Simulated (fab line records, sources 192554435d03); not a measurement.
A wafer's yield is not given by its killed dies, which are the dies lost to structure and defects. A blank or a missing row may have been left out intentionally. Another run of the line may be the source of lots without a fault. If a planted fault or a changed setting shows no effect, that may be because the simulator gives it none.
A lot that was struck, set against a sound lot -- flow n5-finfet -- 26 steps out of a route of 1938
Sound: these wafers, L705.2, L705.5, L705.6. The struck wafers were L713.2, L713.4, L713.6. At the end, the cause is stated.
Per side, at each step with rows, come the tool, then ch with its chambers, and then its first start. Under that, the readings that differ: sound wafers -- struck wafers -- difference of the means -- sigmas: that difference in standard deviations of wafers without a fault.
alike: readings whose means differ by less than 2 such deviations, and words and numbers that are the same on both sides. not compared: withheld readings, readings that some wafer has no value for, bounds like >300 that may hide the same value, and numbers for which the record gives no deviation and whose values overlap.
A row with sigmas, a row that says differs or no value, or rows on one side alone: a step with any of these is where the two part. Non-overlapping numbers with no deviation appear without sigmas and do not part them. A reading missing from all wafers of one side parts the sides only when that side holds two or more wafers.

first, 1 step without rows for these wafers: N5_HKMG_FIN_WET_ETCH_78 (etches Al2O3 in dNH4OH, stops on La2O3, target depth 4.5 nm, rinse time 30 s).
N5_HKMG_FIN_ALD_79: deposits TiN, target thk 1.5 nm, pulse time 1 s, purge time 3 s.
  sound on ald-metal-03 ch 2,3, day 5 00:40; struck on ald-metal-02 ch 0,1, day 7 03:41
  alike: heater-power-w, precursor-pulse-height-rel
N5_HKMG_FIN_CVD_62: deposits a-Si from Si2H6, target thk 3 nm, time 20.8 s.
  sound on thermal-cvd-si-02 ch 0,1, day 5 01:01; struck on thermal-cvd-si-01 ch 1,2, day 7 04:02
  alike: heater-power-w
then, 5 steps without rows for these wafers: N5_HKMG_FIN_RTA_80 (time 2 s); N5_HKMG_FIN_PRECLEAN_64 (cleans in dHF, time 30 s); N5_HKMG_FIN_WET_ETCH_65 (etches a-Si in TMAH, stops on TiN, time 49 s, target depth 3 nm); N5_HKMG_FIN_WET_ETCH_81 (etches TiN in SC1, stops on HfO2, time 57 s, target depth 6 nm); N5_HKMG_FIN_WET_ETCH_82 (etches La2O3 in dHCl, stops on HfO2, target depth 2 nm, rinse time 30 s).
N5_HKMG_FIN_ALD_36: deposits TiN, target thk 1 nm, pulse time 1 s, purge time 3 s.
  sound on ald-metal-02 ch 0,1,2, day 5 01:25; struck on ald-metal-04 ch 0,2,3, day 7 04:26
  alike: heater-power-w, precursor-pulse-height-rel
N5_HKMG_FIN_THK_MEAS_70: measures by xrf.
  sound on film-metro-02, day 5 01:43; struck on film-metro-01, day 7 04:43
  alike: HK_THK
N5_HKMG_FIN_PWFM_ALD_03: deposits TiN, target thk 2 nm, pulse time 1 s, purge time 3 s.
  sound on ald-metal-04 ch 0,2,3, day 5 01:44; struck on ald-metal-03 ch 1,2,3, day 7 04:46
  alike: heater-power-w, precursor-pulse-height-rel
then, 1 step without rows for these wafers: N5_HKMG_FIN_COAT_29 (time 60 s, resist thk 300 nm).
N5_HKMG_FIN_COAT_30: time 60 s, resist thk 35 nm.
  sound on litho-track-01 ch 0, day 5 02:13; struck on litho-track-03 ch 0, day 7 05:14
reading,sound,struck,difference,sigmas
spin-speed-rpm (rpm),1501.2 1500.8 1498.2,1401.3 1400.6 1402.2,-98.7,-99
model.SiARC_of_HKMG_FIN_COAT_30.thk-nm (nm),34.8 35 34.8,36 36 36,+1,
  alike: exhaust-pa, heater-power-total-W
then, 6 steps without rows for these wafers: N5_HKMG_FIN_COAT_06 (resist thk 90 nm); N5_HKMG_FIN_EBR_08; N5_HKMG_FIN_SOFTBAKE_07 (time 60 s); N5_HKMG_FIN_EXPOSE_09 (exposes mask NWFM); N5_HKMG_FIN_PEB_10 (peb time 60 s); N5_HKMG_FIN_DEVELOP_11 (develop time 30 s).
N5_HKMG_FIN_CD_MEAS_12: target cd 92.8 nm.
  sound on cd-sem-02 ch 0, day 5 02:35; struck on cd-sem-02 ch 0, day 7 05:36
reading,sound,struck,difference,sigmas
cd-nm (nm),92.7 92.6 92.9,94.3 94.1 94.4,+1.5,+2
N5_HKMG_FIN_OVL_MEAS_13:
  sound on overlay-01 ch 0, day 5 02:37; struck on overlay-01 ch 0, day 7 05:38
  alike: NWFM_OVL
N5_HKMG_FIN_INSPECT_14: inspects for defects (macro).
  sound on defect-inspect-01, day 5 02:38; struck on defect-inspect-02, day 7 05:39
  alike: raw-defect-count
N5_HKMG_FIN_DESCUM_17: chemistry O2, time 7.9 s.
  sound on rie-diel-05 ch 1,2, day 5 02:40; struck on rie-diel-05 ch 0,1, day 7 05:41
  alike: chamber-pressure-mTorr, drypump-motor-current-A, oes-product-au, rf-vpp-V, showerhead-plenum-p-Torr, throttle-valve-pct
  not compared: rf-hours-counter-h
N5_HKMG_FIN_ETCH_31: etches SiARC in CF4, target depth 45.5 nm, time 75.8 s.
  sound on rie-diel-05 ch 1,2, day 5 02:42; struck on rie-diel-05 ch 0,1, day 7 05:43
reading,sound,struck,difference,sigmas
etch-rf-on-time-s (s),74.4 74.2 78.0,78.5 80.3 78.5,+3.6,+2
model.etch.depth-nm (nm),34.79 34.93 34.87,36.05 36.06 36.07,+1.20,
model.CAR-ArF_of_HKMG_FIN_COAT_06.thk-nm (nm),51.4 51 51.2,49.8 50 49.8,-1.3,
  alike: chamber-pressure-mTorr, drypump-motor-current-A, oes-product-au, rf-vpp-V, showerhead-plenum-p-Torr, throttle-valve-pct
  not compared: rf-hours-counter-h
N5_HKMG_FIN_ETCH_32: etches SOC in N2/H2, target depth 240 nm, time 300 s.
  sound on rie-diel-05 ch 1,2, day 5 02:46; struck on rie-diel-05 ch 0,1, day 7 05:46
reading,sound,struck,difference,sigmas
model.SiARC_of_HKMG_FIN_COAT_30.thk-nm (nm),21 21.4 21.6,22.2 22.4 22.2,+0.9,
  alike: chamber-pressure-mTorr, drypump-motor-current-A, oes-product-au, rf-vpp-V, showerhead-plenum-p-Torr, throttle-valve-pct
  not compared: rf-hours-counter-h
then, 1 step without rows for these wafers: N5_HKMG_FIN_STRIP_33 (strips in N2/H2).

## WHERE THEY PART
Earliest at N5_HKMG_FIN_COAT_30; latest, in this record, at N5_HKMG_FIN_ETCH_31. Later steps at which nothing parts them and some readings are alike: N5_HKMG_FIN_ETCH_32.

WHY: the cause the simulator had injected
Process parameter drift: litho-track-03, from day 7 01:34 on, at N5_HKMG_FIN_COAT_30. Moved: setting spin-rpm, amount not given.
